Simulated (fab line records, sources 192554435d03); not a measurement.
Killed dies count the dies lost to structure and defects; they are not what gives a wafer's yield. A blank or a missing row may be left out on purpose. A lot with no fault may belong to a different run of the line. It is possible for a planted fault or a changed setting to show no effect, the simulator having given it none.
Struck lot and sound lot, side by side | flow n5_finfet | 18 steps out of a route of 1938
Sound: these wafers, L522.1, L522.2, L522.4. Struck: wafer L511.3 (left out: L511.4, a lot-mate that was not struck); the cause follows at the end.
For every step that has rows: the tool of each side, followed by ch and its chambers, followed by its first start. Under that, the readings that differ: sound wafers | struck wafers | difference of the means | sigmas: that difference in standard deviations of wafers without a fault.
alike: readings whose means differ by less than 2 such deviations, and words and numbers that are the same on both sides. not compared: withheld readings, readings that some wafer has no value for, bounds like >300 that may hide the same value, and numbers for which the record gives no deviation and whose values overlap.
The two part at a step that has a row with sigmas, a row that says differs or no value, or rows on one side only. Non-overlapping numbers with no deviation appear without sigmas and do not part them. Lack of a reading on every wafer of one side parts them only where that side has two or more wafers.

first, 1 step without rows for these wafers: N5_BEOL_M4_ANNEAL_82 (time 240 s).
N5_BEOL_M4_SPUTTER_86: material Cu, target thk 4.5 nm, time 8.29 s.
  struck on pvd_sputter-03, day 10 07:05; sound on pvd_sputter-02, day 13 01:21
  reading                | sound          | struck | difference | sigmas
  throttle_valve_pct (%) | 30.1 30.3 31.8 | 28.1   | -2.6       | -2
then, 1 step without rows for these wafers: N5_BEOL_M4_ANNEAL_87 (time 240 s).
N5_BEOL_M4_SPUTTER_88: material Cu, target thk 4.5 nm, time 8.29 s.
  struck on pvd_sputter-03, day 10 07:19; sound on pvd_sputter-02, day 13 01:34
  reading                | sound          | struck | difference | sigmas
  throttle_valve_pct (%) | 30.1 30.3 32.2 | 28.2   | -2.7       | -2
then, 1 step without rows for these wafers: N5_BEOL_M4_ANNEAL_89 (time 240 s).
N5_BEOL_M4_SPUTTER_90: material Cu, target thk 4.5 nm, time 8.29 s.
  struck on pvd_sputter-03, day 10 07:32; sound on pvd_sputter-02, day 13 01:47
  reading                | sound          | struck | difference | sigmas
  throttle_valve_pct (%) | 30.2 30.3 31.8 | 28.2   | -2.6       | -2
then, 2 steps without rows for these wafers: N5_BEOL_M4_ANNEAL_91 (time 240 s); N5_BEOL_M4_SPUTTER_92 (material Cu, target thk 4.5 nm, time 8.29 s).
N5_BEOL_M4_ANNEAL_93: time 240 s.
  struck on pvd_sputter-03, day 10 07:50; sound on pvd_sputter-02, day 13 02:05
  alike: heater_power_w
then, 1 step without rows for these wafers: N5_BEOL_M4_SPUTTER_94 (material Cu, target thk 4.5 nm, time 8.29 s).
N5_BEOL_M4_ANNEAL_95: time 240 s.
  struck on pvd_sputter-03, day 10 08:03; sound on pvd_sputter-02, day 13 02:19
  alike: heater_power_w
then, 1 step without rows for these wafers: N5_BEOL_M4_SPUTTER_96 (material Cu, target thk 4.5 nm, time 8.29 s).
N5_BEOL_M4_ECD_50: material Cu, target thk 300 nm.
  sound on ecd_cu-02 ch 0,1, day 13 02:34; struck on ecd_cu-02 ch 0, day 10 08:20
  reading                                | sound             | struck | difference | sigmas
  model.Cu_of_BEOL_M4_ECD_50.thk_nm (nm) | 299.4 300.6 303.2 | 419.2  | +118.1     |
then, 1 step without rows for these wafers: N5_BEOL_M4_ANNEAL_51 (time 90 s).
N5_BEOL_M4_CMP_52: polishes, stops on SiOC, t overpolish 6.8 s, target thk 40 nm.
  sound on cmp-01 ch 1,2,3, day 13 02:58; struck on cmp-04 ch 3, day 10 08:47
  reading                | sound          | struck | difference | sigmas
  time_to_endpoint_s (s) | 63.2 63.3 62.1 | 87.9   | +25.0      | +9
  alike: motor_current_A, pad_life_wafers
N5_BEOL_M4_THK_MEAS_53: measures by xrf.
  struck on film_metro-02, day 10 09:01; sound on film_metro-01, day 13 03:15
  alike: M4_THK
N5_BEOL_M4_RC_MEAS_101:
  sound on prober-01 ch 0, day 13 03:34; struck on prober-02 ch 0, day 10 09:38
  reading       | sound          | struck | difference | sigmas
  SS_N (mV/dec) | 71.8 72.2 72.5 | 71.0   | -1.2       | -2
  alike: DIBL_N, DIBL_P, IOFF_N, IOFF_P, ION_N, ION_P, SS_P, VT_N, VT_P
N5_PASSIVATION_PROBE_49:
  the record holds rows for the sound wafers here (prober-02, day 17 04:11) but none for the struck ones

## WHERE THEY PART
Last at N5_PASSIVATION_PROBE_49 as far as this record goes, first at N5_BEOL_M4_SPUTTER_86.

WHY: whatever the simulator had introduced
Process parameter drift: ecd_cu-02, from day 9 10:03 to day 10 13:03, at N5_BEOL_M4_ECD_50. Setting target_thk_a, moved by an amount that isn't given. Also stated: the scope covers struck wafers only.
